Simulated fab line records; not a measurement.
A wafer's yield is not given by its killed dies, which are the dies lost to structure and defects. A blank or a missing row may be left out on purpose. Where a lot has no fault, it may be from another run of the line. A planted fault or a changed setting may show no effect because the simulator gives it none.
Matching of chambers + flow n5 finfet + uv cure-01 running N5_BEOL_M11_CURE_71: 3 sister chambers
The step cures SiCOH lowk, time 240 s. 3 wafers are shown with their chamber, then 7 later ones without.

## WAFERS, EACH WITH ITS CHAMBER
| wafer  | chamber | wafer_temp_C_max |
|--------|---------|------------------|
| L078.6 | 0       | 386.0            |
| L081.5 | 2       | 387.6            |
| L087.3 | 1       | 386.8            |

## WAFERS WITHOUT THEIR CHAMBER
| wafer  | wafer_temp_C_max |
|--------|------------------|
| L087.5 | 386.4            |
| L086.1 | 386.7            |
| L086.2 | 386.8            |
| L086.3 | 386.4            |
| L097.1 | 386.6            |
| L097.2 | 386.3            |
| L097.3 | 386.4            |

## WHICH CHAMBER EACH ONE RAN IN
| wafer  | from the rows above     | in truth |
|--------|-------------------------|----------|
| L087.5 | can't be placed: 0 or 1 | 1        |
| L086.1 | 1                       | 1        |
| L086.2 | 1                       | 1        |
| L086.3 | can't be placed: 0 or 1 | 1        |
| L097.1 | can't be placed: 1 or 0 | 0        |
| L097.2 | can't be placed: 0 or 1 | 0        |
| L097.3 | can't be placed: 0 or 1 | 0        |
2 of 7 placed correctly. Cannot be placed on the basis of these rows: 5; the candidates contain the true chamber in 5. Number placed wrongly: 0.
How it was worked out, from the rows above alone: a wafer's distance from a chamber is the root of the sum, over the readings, of the square of ((its reading less the chamber's mean) divided by the reading's scatter). The wafer belongs to the nearest chamber; if the next one is less than 2 further off, it can't be placed. Each chamber's mean is taken over the wafers shown for it. The scatter: root of mean squared gap, hidden wafer to nearest shown wafer, with one shown wafer a chamber.
